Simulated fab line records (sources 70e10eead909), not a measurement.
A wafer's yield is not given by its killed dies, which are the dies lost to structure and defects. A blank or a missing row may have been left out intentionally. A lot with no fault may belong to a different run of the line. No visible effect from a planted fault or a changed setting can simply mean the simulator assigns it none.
Matching of chambers ; flow nand_harc ; NHARC_P_GATE_DEP_103 on pecvd-02: 3 sister chambers
The step deposits SiON, target thk 30 nm. 39 wafers are shown with their chamber, then 12 later ones without.

== WAFERS PAIRED WITH THEIR CHAMBERS ==
wafer;chamber;heater_power_w (W)
L078.1;1;739
L078.2;2;858
L078.4;1;748
L079.2;1;609
L079.3;0;695
L079.5;1;609
L081.1;0;755
L081.3;1;682
L081.5;2;762
L083.1;1;636
L083.3;0;796
L083.4;0;809
L083.2;2;883
L083.5;2;887
L083.6;1;653
L085.3;0;775
L085.4;1;740
L085.5;2;894
L086.2;1;744
L086.5;2;873
L086.6;0;674
L087.2;2;920
L087.3;1;703
L087.4;1;721
L089.3;1;663
L089.5;2;838
L089.6;1;653
L090.1;2;817
L090.2;1;662
L090.3;0;732
L092.1;1;685
L092.2;0;727
L092.5;0;717
L093.1;0;659
L093.5;2;890
L093.6;1;698
L093.2;2;887
L093.3;1;702
L093.4;0;661

SIGNATURES (averages over the wafers above)
reading;chamber 0;chamber 1;chamber 2;scatter within a chamber
heater_power_w;727.27;685.12;864.45;47
Rule: for each reading, subtract the chamber's mean from the wafer's reading, divide by that reading's scatter and square the result; add these up over the readings and take the root, which gives the wafer's distance from the chamber. The wafer belongs to the nearest chamber; if the next one is less than 2 further off, it can't be placed. The scatter: take each reading less its chamber's mean, square it, sum over the shown wafers, divide by the number of wafers less the number of chambers, and take the root.

== WAFERS WITHOUT THEIR CHAMBER ==
wafer;heater_power_w (W)
L094.2;680
L094.4;779
L094.5;844
L095.1;700
L095.2;876
L095.4;706
L096.1;592
L096.3;675
L096.6;606
L096.2;826
L096.4;693
L096.5;819

== EACH ONE'S CHAMBER ==
wafer;from the rows above;in truth
L094.2;can't be placed: 1 or 0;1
L094.4;can't be placed: 0 or 2 or 1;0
L094.5;2;2
L095.1;can't be placed: 1 or 0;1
L095.2;2;2
L095.4;can't be placed: 1 or 0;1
L096.1;can't be placed: 1 or 0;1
L096.3;can't be placed: 1 or 0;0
L096.6;can't be placed: 1 or 0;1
L096.2;can't be placed: 2 or 0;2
L096.4;can't be placed: 1 or 0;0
L096.5;can't be placed: 2 or 0 or 1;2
2 of 12 placed correctly. Unplaceable from these rows: 10, with the true chamber sitting among the candidates in 10. Wrongly placed: 0.
